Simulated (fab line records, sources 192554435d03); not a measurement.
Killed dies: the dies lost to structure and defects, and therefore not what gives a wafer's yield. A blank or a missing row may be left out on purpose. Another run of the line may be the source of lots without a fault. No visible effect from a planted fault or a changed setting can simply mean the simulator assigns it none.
What tool caused it?	flow n5_finfet	12 lots, 36 wafers sampled, at 3 steps of a route of 1938

## WHAT EACH GAUGE READ, for each wafer
N5_BEOL_M12_THK_MEAS_50: measures by xrf.
lot	measured	on	M12_THK (nm)
L077	day 14 19:59	film_metro-02	312 309 313
L076	day 15 05:52	film_metro-01	313 327 315
L080	day 15 23:03	film_metro-01	326 329 320
L079	day 16 15:26	film_metro-01	315 318 318
L081	day 17 13:12	film_metro-01	334 312 318
L084	day 17 18:21	film_metro-02	322 325 330
L085	day 18 04:23	film_metro-02	327 309 334
L087	day 18 22:44	film_metro-01	333 314 315
L091	day 19 03:13	film_metro-02	322 312 315
L092	day 19 17:47	film_metro-01	334 324 321
L093	day 20 03:31	film_metro-02	310 326 310
L097	day 20 11:02	film_metro-02	315 325 321

## WHAT TOOL EACH LOT RAN ON (gives the tool, then ch and the chambers of the sampled wafers, and finally the start)
lot	N5_BEOL_M12_VIA_ETCH_16	N5_BEOL_M12_PRE_CLEAN_42
L077	rie_diel-01 ch 0,1,3, day 14 13:18	pvd_sputter-03, day 14 18:50
L076	rie_diel-01 ch 2,3, day 14 23:34	pvd_sputter-01, day 15 04:47
L080	rie_diel-04 ch 0,2, day 15 19:48	pvd_sputter-01, day 15 21:49
L079	rie_diel-03 ch 1,2,3, day 16 05:13	pvd_sputter-01, day 16 14:23
L081	rie_diel-03 ch 0,1, day 17 08:43	pvd_sputter-02, day 17 12:08
L084	rie_diel-03 ch 0,1,3, day 17 13:55	pvd_sputter-01, day 17 17:17
L085	rie_diel-01 ch 0,1,2, day 17 23:25	pvd_sputter-01, day 18 03:19
L087	rie_diel-01 ch 0,1,3, day 18 18:59	pvd_sputter-02, day 18 20:58
L091	rie_diel-03 ch 0,1,2, day 18 22:16	pvd_sputter-01, day 19 02:08
L092	rie_diel-01 ch 0,1,3, day 19 04:48	pvd_sputter-02, day 19 16:28
L093	rie_diel-04 ch 1,2, day 19 23:17	pvd_sputter-01, day 20 02:28
L097	rie_diel-04 ch 0,1, day 20 07:47	pvd_sputter-02, day 20 09:58
- N5_BEOL_M12_VIA_ETCH_16: etches SiOC in C4F8/O2/Ar, target depth 724.8 nm.
- N5_BEOL_M12_PRE_CLEAN_42: time 30 s.

## THE ANSWER, worked out from the rows above alone
Rule: the lots themselves supply what counts as usual. The widest of any qualifying gaps counts: lots, ordered by their means at a reading, are off when they make up no more than a third of the lots, leave a main group of 4 or more, and stand apart from it by 3 or more times the standard deviation of that group's means. A main group is skipped when, at the precision printed for the reading in the tables above, its means are all equal. A lot without any number at a reading at which 4 lots or more have one is off too. Where the step has rows for the other lots, those lots are counted as sound.
No lot is off at any reading shown: from this, nothing can be told.

## WHAT THE SIMULATOR PUT IN
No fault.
